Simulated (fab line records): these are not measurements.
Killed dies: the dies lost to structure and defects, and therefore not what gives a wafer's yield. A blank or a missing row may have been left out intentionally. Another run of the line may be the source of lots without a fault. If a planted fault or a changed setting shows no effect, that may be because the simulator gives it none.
Chamber matching ; flow nand harc ; rie diel-06 running NHARC_P_GATE_ETCH_104: 4 sister chambers
The step etches the open film in CF4/CHF3, target depth 60 nm. 14 wafers are shown with their chamber, then 7 later ones without.

== EACH WAFER AND ITS CHAMBER ==
wafer;chamber;rf vpp V (V);throttle valve pct (%);oes product au (a.u.)
L485.1;0;373.7;16.800;0.965
L485.2;1;373.0;16.811;0.997
L485.6;3;367.7;16.811;0.960
L484.1;2;367.4;16.797;0.920
L484.3;1;372.0;16.792;0.923
L484.5;2;368.8;16.794;0.929
L486.2;0;372.3;16.795;0.984
L486.4;2;366.6;16.801;0.962
L486.5;2;365.2;16.819;0.960
L490.1;1;371.5;16.802;0.951
L490.3;2;368.6;16.806;0.959
L490.6;2;367.0;16.812;0.968
L492.3;2;366.3;16.810;0.980
L492.4;1;373.6;16.795;0.963

SIGNATURES, as means of the wafers listed above
reading;chamber 0;chamber 1;chamber 2;chamber 3;scatter within a chamber
rf vpp V;373.000;372.525;367.129;367.700;1.16
throttle valve pct;16.79750;16.80000;16.80557;16.81100;0.00834
oes product au;0.97450;0.95850;0.95400;0.96000;0.024
Rule: a wafer's distance from a chamber is the root of the sum, over the readings, of the square of ((its reading less the chamber's mean) divided by the reading's scatter). The wafer belongs to the nearest chamber; if the next one is less than 2 further off, it can't be placed. The scatter: take each reading less its chamber's mean, square it, sum over the shown wafers, divide by the number of wafers less the number of chambers, and take the root.

== WAFERS WITHOUT THEIR CHAMBER ==
wafer;rf vpp V (V);throttle valve pct (%);oes product au (a.u.)
L492.6;367.8;16.830;0.975
L493.3;371.8;16.791;0.963
L493.5;366.9;16.804;0.972
L493.6;371.9;16.814;0.975
L498.2;371.8;16.804;0.951
L498.4;373.1;16.805;0.958
L498.5;371.4;16.798;0.949

== THE CHAMBER EACH PASSED THROUGH ==
wafer;from the rows above;in truth
L492.6;can't be placed: 3 or 2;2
L493.3;can't be placed: 1 or 0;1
L493.5;can't be placed: 2 or 3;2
L493.6;can't be placed: 1 or 0 or 3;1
L498.2;can't be placed: 1 or 0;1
L498.4;can't be placed: 1 or 0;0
L498.5;can't be placed: 1 or 0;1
Correctly placed: 0 of 7. Can't be placed from these rows: 7 (the true chamber is among the candidates in 7). Wrongly placed: 0.
